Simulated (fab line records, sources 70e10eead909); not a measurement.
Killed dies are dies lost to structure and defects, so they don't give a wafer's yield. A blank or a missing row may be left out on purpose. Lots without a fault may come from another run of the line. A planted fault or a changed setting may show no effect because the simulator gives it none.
fab line records | flow nand_harc
record lots=5 wafers=15 last_day=32
route steps=1302 shown P_STI@82
lots that met no fault: from a run of the same line without faults
start_h: hours from the record's first day to the start of the lot's first wafer shown | wait_h: hours since the lot's step before | " the same as in the row above | L1.1+2: a row that stands for several wafers | - no value, or no start given | * or withheld: withheld | < > ~ a bound
route shown NAME@n: a module of which the file shows steps, and the number in the route of the first | usual: mean/standard deviation of fault-free wafers | same: alike in all rows | chamber/n: place in a boat | sites: the reading at each site | _std_site: their standard deviation | _edge_site: outer sites' mean less inner sites' | radius_mm: how far each site lies from the wafer's centre | mask NAME#n: copy n | behind: the tool/chamber that last shaped the wafer | hold: why the lot was held/for how many hours/how that ended | device: the transistor (n, p or np) that didn't switch | end of line: the same wafers' tests at the end of the route | a step without rows: its recipe alone | killed: dies lost to structure and defects at the first sort, not the wafer's yield | map: a wafer's dies, x killed, . not, _ none there
set.NAME: the setting as run; set.NAME@STEP: as run at that earlier step | model.NAME: the simulator's own value behind a step, which no gauge read
lots at some steps of the route; a table a step, a row a wafer
services: from which hour (start_h, from the record's first day; less than 0 if before it) a tool's chamber was out of use, for how many hours, and why
## steps
# step NHARC_P_STI_DEVELOP_08
# recipe time_s=50 dev_temp_c=22
# usual exhaust_pa=44.9/0.97
# columns lot.wafer tool chamber start_h wait_h exhaust_pa
L080.1 litho_track-07 0 - - 46.2
L080.2 " 0 " " 46.1
L080.3 " 0 " " 44.8
L083.2 litho_track-07 0 - - 44.7
L083.4 " 0 " " 45.8
L083.6 " 0 " " 42.9
L085.1 litho_track-03 0 - - 44.7
L085.4 " 0 " " 44.0
L085.5 " 0 " " 44.5
L087.3 litho_track-07 0 - - 42.5
L087.4 " 0 " " 43.5
L087.6 " 0 " " 42.4
L092.1 litho_track-07 0 - - 44.6
L092.3 " 0 " " 45.1
L092.6 " 0 " " 45.3
# step NHARC_P_STI_CD_MEAS_09
# recipe target_cd_nm=200 landing_energy_ev=500
# usual cd_nm=200.2/2
# columns lot.wafer tool chamber start_h wait_h cd_nm
L080.1 cd_sem-01 0 105.51 - 201.1
L080.2 " 0 " " 200.7
L080.3 " 0 " " 200.5
L083.2 cd_sem-03 0 132.69 - 199.3
L083.4 " 0 " " 199.1
L083.6 " 0 " " 194.8
L085.1 cd_sem-02 0 152.55 - 199.4
L085.4 " 0 " " 200.1
L085.5 " 0 " " 199.3
L087.3 cd_sem-03 0 174.47 - 199.5
L087.4 " 0 " " 195.8
L087.6 " 0 " " 199.9
L092.1 cd_sem-02 0 222.28 - 201.2
L092.3 " 0 " " 200.8
L092.6 " 0 " " 200.9
# step NHARC_P_STI_OVL_MEAS_10
# usual overlay_x_nm=-1/5.1 overlay_y_nm=0/7.6
# columns lot.wafer tool chamber start_h wait_h overlay_x_nm overlay_y_nm
L080.1 overlay-02 - 105.60 - -4 -8
L080.2 " - " " -4 -8
L080.3 " - " " -4 -8
L083.2 overlay-02 - 132.78 - 1 -8
L083.4 " - " " 0 -7
L083.6 " - " " 0 -8
L085.1 overlay-01 - 152.64 - -1 7
L085.4 " - " " -1 7
L085.5 " - " " -1 6
L087.3 overlay-01 - 174.56 - -6 2
L087.4 " - " " -6 3
L087.6 " - " " -6 2
L092.1 overlay-02 - 222.37 - -8 -1
L092.3 " - " " -8 -2
L092.6 " - " " -8 -2
# step NHARC_P_STI_INSPECT_11
# usual raw_defect_count=4.9/2.9
# columns lot.wafer tool chamber start_h wait_h raw_defect_count
L080.1 defect_inspect-02 - 105.64 0.0 5
L080.2 " - " " 2
L080.3 " - " " 4
L083.2 defect_inspect-02 - 132.81 0.0 3
L083.4 " - " " 5
L083.6 " - " " 6
L085.1 defect_inspect-01 - 152.68 0.0 5
L085.4 " - " " 1
L085.5 " - " " 5
L087.3 defect_inspect-02 - 174.61 0.1 5
L087.4 " - " " 5
L087.6 " - " " 5
L092.1 defect_inspect-02 - 222.40 0.0 5
L092.3 " - " " 3
L092.6 " - " " 7
# step NHARC_P_STI_HARDBAKE_13
# recipe temp_c=118 time_s=65
# usual exhaust_pa=45.0/0.79 plate_temp_C=118.00/0.14
# columns lot.wafer tool chamber start_h wait_h exhaust_pa plate_temp_C
L080.1 litho_track-05 0 105.69 0.1 43.9 117.98
L080.2 " 0 " " 45.2 117.90
L080.3 " 0 " " 46.1 117.91
L083.2 litho_track-05 0 132.89 0.1 45.4 118.09
L083.4 " 0 " " 45.1 118.12
L083.6 " 0 " " 45.6 118.19
L085.1 litho_track-05 0 152.73 0.1 45.9 117.87
L085.4 " 0 " " 46.2 118.06
L085.5 " 0 " " 45.9 117.83
L087.3 litho_track-07 0 174.67 0.1 44.6 117.99
L087.4 " 0 " " 44.3 117.99
L087.6 " 0 " " 44.3 117.92
L092.1 litho_track-03 0 222.46 0.1 44.3 117.97
L092.3 " 0 " " 44.2 117.85
L092.6 " 0 " " 44.8 118.24
# step NHARC_P_STI_DESCUM_14
# recipe time_s=3 o2_flow_sccm=200 ar_flow_sccm=0 bias_power_w=0 chemistry=O2
# usual chamber_pressure_mTorr=60.01/0.052 drypump_motor_current_A=5.9/0.51 oes_product_au=0.999/0.0079 rf_vpp_V=57.9/0.94 showerhead_plenum_p_Torr=1.95/0.079 throttle_valve_pct=11.311/0.0088
# columns lot.wafer tool chamber start_h wait_h chamber_pressure_mTorr drypump_motor_current_A oes_product_au rf_hours_counter_h rf_vpp_V showerhead_plenum_p_Torr throttle_valve_pct
L080.2 rie_diel-10 0 105.77 - 59.95 5.7 0.995 1 58.0 1.90 11.323
L080.3 " 1 " " 59.97 5.7 0.989 1 59.7 2.04 11.317
L080.1 " 3 " " 60.02 6.7 1.009 1 58.3 1.88 11.311
L083.4 rie_diel-12 2 132.96 - 60.03 5.3 0.984 4 58.6 1.92 11.309
L083.2 " 1 " " 60.04 5.1 0.994 4 56.5 1.95 11.316
L083.6 " 3 " " 60.11 5.9 0.989 - 56.9 2.01 11.313
L085.4 rie_diel-01 1 152.82 - 60.04 6.5 1.009 5 58.1 1.87 11.319
L085.1 " 3 " " 60.04 6.6 1.003 4 59.8 2.06 11.309
L085.5 " 0 " " 60.08 5.3 0.995 - 56.5 1.94 11.298
L087.4 rie_diel-01 0 174.75 - 59.87 5.3 1.002 6 58.3 1.94 11.308
L087.3 " 2 " " 59.95 5.8 1.007 5 57.5 1.79 11.324
L087.6 " 0 " " 60.05 5.3 1.010 - 56.9 1.94 11.325
L092.3 rie_diel-10 0 222.54 - 60.02 5.7 1.005 8 57.5 1.90 11.323
L092.1 " 3 " " 60.10 6.7 1.004 8 56.4 1.87 11.313
L092.6 " 0 " " 60.10 5.7 1.002 - 58.7 1.90 11.327
# step NHARC_P_STI_ETCH_42
# recipe target_depth_a=800 overetch_a=240 time_s=61 ion_energy_ev=200 n2_flow_sccm=150 h2_flow_sccm=150 ar_flow_sccm=0 rf_w=400 bias_w=150 chemistry=N2/H2
# usual chamber_pressure_mTorr=30.00/0.032 drypump_motor_current_A=5.9/0.49 oes_product_au=0.999/0.0077 rf_vpp_V=431.6/2.6 showerhead_plenum_p_Torr=2.07/0.088 throttle_valve_pct=14.171/0.01
# columns lot.wafer tool chamber start_h wait_h chamber_pressure_mTorr drypump_motor_current_A oes_product_au rf_hours_counter_h rf_vpp_V showerhead_plenum_p_Torr throttle_valve_pct
L080.1 rie_diel-10 3 105.87 0.1 30.00 6.7 1.004 1 429.6 2.00 14.156
L080.3 " 0 " " 30.03 5.7 0.999 1 430.1 2.03 14.175
L080.2 " 1 " " 30.00 5.7 0.992 1 434.6 2.18 14.170
L083.2 rie_diel-12 0 133.06 0.1 29.98 6.0 0.998 3 433.7 2.17 14.170
L083.4 " 1 " " 30.00 5.1 0.995 4 430.3 2.08 14.174
L083.6 " 0 " " 29.96 6.0 0.997 - 436.4 2.17 14.165
L085.1 rie_diel-01 0 152.90 0.1 30.07 5.3 0.998 5 431.3 2.07 14.173
L085.4 " 2 " " 29.97 5.8 1.004 4 425.9 1.90 14.184
L085.5 " 0 " " 30.05 5.3 1.000 - 430.8 2.07 14.174
L087.4 rie_diel-01 0 174.84 0.1 29.99 5.3 1.001 6 430.4 2.07 14.161
L087.3 " 2 " " 30.03 5.8 1.013 5 427.2 1.90 14.183
L087.6 " 3 " " 29.98 6.6 1.000 - 435.5 2.20 14.166
L092.1 rie_diel-10 1 222.63 0.1 30.01 5.7 0.995 8 433.6 2.18 14.176
L092.3 " 3 " " 29.94 6.7 1.005 8 429.4 1.99 14.171
L092.6 " 0 " " 30.00 5.7 0.995 - 430.4 2.03 14.175
# step NHARC_P_STI_ETCH_31
# recipe target_depth_a=1089 time_s=54.5 cf4_flow_sccm=100 chf3_flow_sccm=30 ar_flow_sccm=0 rf_w=500 bias_w=200 chemistry=CF4/CHF3
# usual chamber_pressure_mTorr=25.000/0.023 drypump_motor_current_A=5.9/0.49 oes_product_au=0.963/0.018 rf_vpp_V=371.3/2.2 showerhead_plenum_p_Torr=1.60/0.063 throttle_valve_pct=16.802/0.011
# columns lot.wafer tool chamber start_h wait_h chamber_pressure_mTorr drypump_motor_current_A oes_product_au rf_hours_counter_h rf_vpp_V showerhead_plenum_p_Torr throttle_valve_pct
L080.2 rie_diel-10 0 - - 25.004 5.7 0.928 1 370.6 1.57 16.821
L080.1 " 1 " " 25.019 5.7 0.920 1 373.4 1.67 16.782
L080.3 " 3 " " 25.005 6.7 0.937 1 370.5 1.54 16.805
L083.4 rie_diel-12 3 - - 24.976 5.9 0.938 3 372.8 1.65 16.805
L083.2 " 0 " " 24.963 6.0 0.977 3 373.7 1.67 16.790
L083.6 " 3 " " 24.995 5.9 0.951 - 371.3 1.65 16.796
L085.4 rie_diel-01 3 - - 24.984 6.6 0.963 4 373.3 1.69 16.807
L085.1 " 1 " " 25.007 6.5 0.945 5 369.7 1.54 16.821
L085.5 " 3 " " 25.033 6.6 0.969 - 374.3 1.69 16.805
L087.4 rie_diel-01 3 - - 24.974 6.6 0.972 5 374.5 1.69 16.800
L087.3 " 0 " " 24.974 5.3 0.963 6 372.2 1.59 16.807
L087.6 " 2 " " 24.986 5.8 0.987 - 367.8 1.48 16.787
L092.3 rie_diel-10 1 - - 24.974 5.7 0.911 8 373.0 1.67 16.806
L092.1 " 3 " " 25.016 6.7 0.921 8 368.7 1.54 16.782
L092.6 " 1 " " 24.991 5.7 0.915 - 374.0 1.67 16.779
# step NHARC_P_STI_ETCH_15
# recipe target_depth_a=3000 taper_deg=4 time_s=100.1 hbr_flow_sccm=150 cl2_flow_sccm=50 rf_w=400 icp_w=400 bias_w=100 chemistry=HBr/Cl2
# usual chamber_pressure_mTorr=15.000/0.014 drypump_motor_current_A=5.7/0.45 he_backside_leak_sccm=2.7/0.41 oes_product_au=1.001/0.0073 throttle_valve_pct=26.405/0.0092
# columns lot.wafer tool chamber start_h wait_h chamber_pressure_mTorr drypump_motor_current_A he_backside_leak_sccm oes_product_au rf_hours_counter_h throttle_valve_pct
L080.2 rie_si-04 3 106.09 - 15.016 5.7 2.3 1.004 0.73 26.396
L080.1 " 0 " " 14.988 6.3 2.7 1.002 0.67 26.398
L080.3 " 2 " " 15.006 5.1 2.5 0.994 0.72 26.412
L083.4 rie_si-01 3 133.24 - 14.990 4.9 2.4 1.015 0.74 26.420
L083.2 " 0 " " 15.013 5.7 2.6 1.010 0.79 26.418
L083.6 " 3 " " 15.016 4.9 2.4 1.003 - 26.396
L085.1 rie_si-03 0 153.10 - 15.000 5.9 3.0 1.007 0.55 26.407
L085.4 " 2 " " 15.006 5.9 5.4 1.006 0.60 26.413
L085.5 " 0 " " 15.009 5.9 3.0 1.009 - 26.409
L087.3 rie_si-04 2 175.02 - 14.980 5.1 2.5 0.994 0.01 26.408
L087.4 " 3 " " 14.989 5.7 2.4 1.000 0.01 26.391
L087.6 " 2 " " 14.986 5.1 2.6 1.006 - 26.399
L092.3 rie_si-01 2 222.81 - 15.013 5.3 2.5 1.009 0.13 26.398
L092.1 " 0 " " 14.984 5.7 2.8 1.002 0.19 26.408
L092.6 " 0 " " 14.995 5.7 2.8 0.983 - 26.397
# step NHARC_P_STI_CD_MEAS_16
# usual cd_nm=199.7/2
# columns lot.wafer tool chamber start_h wait_h cd_nm
L080.1 cd_sem-02 - 106.25 - 199.9
L080.2 " - " " 198.1
L080.3 " - " " 199.6
L083.2 cd_sem-01 - 133.40 - 198.4
L083.4 " - " " 198.1
L083.6 " - " " 194.7
L085.1 cd_sem-03 - 153.25 - 199.2
L085.4 " - " " 200.7
L085.5 " - " " 198.1
L087.3 cd_sem-03 - 175.19 - 200.7
L087.4 " - " " 194.7
L087.6 " - " " 199.7
L092.1 cd_sem-01 - 223.01 - 202.0
L092.3 " - " " 200.8
L092.6 " - " " 200.6
# step NHARC_P_STI_OCD_MEAS_17
# usual trench_depth_nm=301.0/2.9 trench_foot_cd_nm=158.1/2
# columns lot.wafer tool chamber start_h wait_h trench_depth_nm trench_foot_cd_nm
L080.1 ocd-01 - 106.33 0.1 303.5 158.1
L080.2 " - " " 298.1 159.0
L080.3 " - " " 296.5 159.0
L083.2 ocd-01 - 133.49 0.1 305.2 157.1
L083.4 " - " " 305.1 157.3
L083.6 " - " " 304.2 152.4
L085.1 ocd-01 - 153.35 0.1 301.9 158.2
L085.4 " - " " 302.1 157.3
L085.5 " - " " 303.4 156.9
L087.3 ocd-01 - 175.28 0.1 296.7 158.1
L087.4 " - " " 299.3 154.2
L087.6 " - " " 299.1 157.4
L092.1 ocd-02 - 223.09 0.1 301.2 159.6
L092.3 " - " " 305.8 157.8
L092.6 " - " " 298.8 159.2
# step NHARC_P_STI_STRIP_19
# recipe time_s=900 temp_c=130 chemistry=SPM
# columns lot.wafer tool chamber start_h wait_h
L080.3+2+1 wet_bench-03 0,1,3 106.41 0.1
L083.4+6+2 wet_bench-09 5,6,7 133.55 0.1
L085.4+1+5 wet_bench-05 7,0,1 153.42 0.1
L087.4+6+3 wet_bench-09 7,0,1 175.34 0.1
L092.3+1+6 wet_bench-05 4,5,7 223.16 0.1
# step NHARC_P_STI_PRECLEAN_32
# recipe time_s=* temp_c=50 bath_age_min=0 chemistry=SC1
# columns lot.wafer tool chamber start_h wait_h
L080.3+2+1 wet_bench-03 0,1,3 - -
L083.4+6+2 wet_bench-09 5,6,7 - -
L085.4+1+5 wet_bench-05 7,0,1 - -
L087.4+6+3 wet_bench-09 7,0,1 - -
L092.3+1+6 wet_bench-05 4,5,7 - -
# step NHARC_P_STI_SRD_23
# columns lot.wafer tool chamber start_h wait_h
L080.3+2+1 wet_bench-03 0,1,3 - -
L083.4+6+2 wet_bench-09 5,6,7 - -
L085.4+1+5 wet_bench-05 7,0,1 - -
L087.4+6+3 wet_bench-09 7,0,1 - -
L092.3+1+6 wet_bench-05 4,5,7 - -
# step NHARC_P_STI_OCD_MEAS_43
# usual trench_depth_nm=301.0/2.9 trench_foot_cd_nm=158.0/2
# columns lot.wafer tool chamber start_h wait_h trench_depth_nm trench_foot_cd_nm
L080.1 ocd-02 - 106.85 - 303.6 158.9
L080.2 " - " " 298.3 159.5
L080.3 " - " " 296.6 158.7
L083.2 ocd-02 - 134.00 - 305.4 157.2
L083.4 " - " " 304.7 156.4
L083.6 " - " " 304.6 152.4
L085.1 ocd-02 - 153.86 - 301.9 157.2
L085.4 " - " " 301.9 157.6
L085.5 " - " " 303.5 156.1
L087.3 ocd-02 - 175.78 - 296.4 158.4
L087.4 " - " " 298.6 154.1
L087.6 " - " " 299.0 157.9
L092.1 ocd-01 - 223.60 - 301.5 158.8
L092.3 " - " " 305.7 158.0
L092.6 " - " " 299.1 159.0
# step NHARC_P_STI_OXIDE_33
# recipe target_thk_a=100 temp_c=1000 ox_time_s=281 material=SiO2
# columns lot.wafer tool chamber start_h wait_h
L080.1+2+3 furnace-08 0 111.02 4.2
L083.2+4+6 furnace-03 0 138.89 4.9
L085.1+4+5 furnace-08 0 159.19 5.3
L087.3+4+6 furnace-04 0 179.80 4.0
L092.1+3+6 furnace-04 0 226.81 3.2
# step NHARC_P_STI_HDPCVD_20
# recipe target_thk_a=withheld sigma_open_frac=withheld material=SiO2
# columns lot.wafer tool chamber start_h wait_h
L080.1+2+3 hdpcvd-01 1,0,0 115.72 0.4
L083.2+4+6 hdpcvd-01 1,0,1 143.67 0.5
L085.1+4+5 hdpcvd-01 1 163.96 0.5
L087.3+4+6 hdpcvd-01 0,1,1 184.74 0.5
L092.1+3+6 hdpcvd-01 0 231.43 0.4
# step NHARC_P_STI_ANNEAL_34
# recipe temp_c=1000 time_s=1800
# columns lot.wafer tool chamber start_h wait_h
L080.1+2+3 furnace-08 0 119.84 4.0
L083.2+4+6 furnace-04 0 147.20 3.5
L085.1+4+5 furnace-08 0 167.62 3.6
L087.3+4+6 furnace-03 0 188.82 4.0
L092.1+3+6 furnace-04 0 235.58 4.1
# step NHARC_P_STI_CMP_21
# recipe t_overpolish_s=20 target_thk_nm=380.67
# usual motor_current_A=11.9/1.2 overpolish_run_s=20.001/0.0082
# columns lot.wafer tool chamber start_h wait_h motor_current_A overpolish_run_s
L080.2 cmp-01 2 124.76 0.4 13.9 20.006
L080.3 " 3 " " 13.1 20.004
L080.1 " 0 " " 11.2 20.007
L083.4 cmp-01 1 152.07 0.4 12.4 20.003
L083.2 " 3 " " 13.3 20.011
L083.6 " 2 " " 13.2 20.003
L085.1 cmp-04 1 172.52 0.4 11.2 20.016
L085.4 " 2 " " 12.2 19.992
L085.5 " 3 " " 12.0 20.012
L087.4 cmp-02 1 193.69 0.4 11.0 19.994
L087.3 " 3 " " 11.2 19.988
L087.6 " 2 " " 10.5 20.003
L092.3 cmp-01 0 240.42 0.4 11.6 20.008
L092.1 " 3 " " 12.8 19.992
L092.6 " 1 " " 13.0 20.003
# step NHARC_P_STI_SRD_35
# columns lot.wafer tool chamber start_h wait_h
L080.1+3+2 wet_bench-03 4,5,7 125.04 0.0
L083.2+4+6 wet_bench-05 0,3,5 152.37 0.0
L085.1+4+5 wet_bench-05 1,2,3 172.78 0.0
L087.4+3+6 wet_bench-05 1,2,5 194.01 0.0
L092.6+1+3 wet_bench-05 6,0,2 240.74 0.0
# step NHARC_P_STI_ETCH_36
# recipe target_depth_a=388 chemistry=dHF material=SiO2
# columns lot.wafer tool chamber start_h wait_h
L080.1+3+2 wet_bench-03 4,5,7 125.07 0.0
L083.2+4+6 wet_bench-05 0,3,5 152.40 0.0
L085.1+4+5 wet_bench-05 1,2,3 172.80 0.0
L087.4+3+6 wet_bench-05 1,2,5 194.03 0.0
L092.6+1+3 wet_bench-05 6,0,2 240.76 0.0
# step NHARC_P_STI_STRIP_24
# recipe temp_c=160 chemistry=H3PO4 material=Si3N4
# columns lot.wafer tool chamber start_h wait_h
L080.1+3+2 wet_bench-03 4,5,7 125.08 0.0
L083.2+4+6 wet_bench-05 0,3,5 152.41 0.0
L085.1+4+5 wet_bench-05 1,2,3 172.82 0.0
L087.4+3+6 wet_bench-05 1,2,5 194.04 0.0
L092.6+1+3 wet_bench-05 6,0,2 240.77 0.0
# step NHARC_P_STI_ETCH_37
# recipe target_depth_a=110 chemistry=dHF material=SiO2
# columns lot.wafer tool chamber start_h wait_h
L080.1+3+2 wet_bench-03 4,5,7 - -
L083.2+4+6 wet_bench-05 0,3,5 - -
L085.1+4+5 wet_bench-05 1,2,3 - -
L087.4+3+6 wet_bench-05 1,2,5 - -
L092.6+1+3 wet_bench-05 6,0,2 - -
# step NHARC_P_STI_PRECLEAN_38
# recipe time_s=* temp_c=50 bath_age_min=0 chemistry=SC1
# columns lot.wafer tool chamber start_h wait_h
L080.1+3+2 wet_bench-03 4,5,7 - -
L083.2+4+6 wet_bench-05 0,3,5 - -
L085.1+4+5 wet_bench-05 1,2,3 - -
L087.4+3+6 wet_bench-05 1,2,5 - -
L092.6+1+3 wet_bench-05 6,0,2 - -
## services
# columns tool chamber start_h hours kind
wet_bench-05 - 84.80 8.0 pm
cmp-01 - 87.50 4.0 pm
rie_diel-12 - 91.69 9.0 pm
rie_diel-10 2 98.41 8.0 repair
rie_diel-10 3 98.74 1.5 repair
litho_track-03 - 100.00 7.0 pm
cmp-01 - 104.96 1.1 repair
cmp-01 - 116.24 3.4 repair
litho_track-05 - 124.00 7.0 pm
cmp-01 - 134.93 1.0 repair
rie_diel-12 2 147.20 34.8 repair
rie_si-04 - 165.00 9.0 pm
wet_bench-09 - 178.14 8.0 pm
hdpcvd-01 - 185.07 13.0 pm
cmp-01 - 185.50 4.0 pm
rie_si-01 2 186.60 11.7 repair
wet_bench-03 - 190.14 3.4 repair
rie_si-01 - 190.88 0.3 repair
rie_si-01 - 193.00 9.0 pm
cmp-01 - 199.50 0.4 repair
rie_diel-01 - 203.83 9.0 pm
cmp-01 - 208.58 2.7 repair
wet_bench-03 - 210.40 8.0 pm
rie_si-04 0 212.76 1.0 repair
## key
fault none
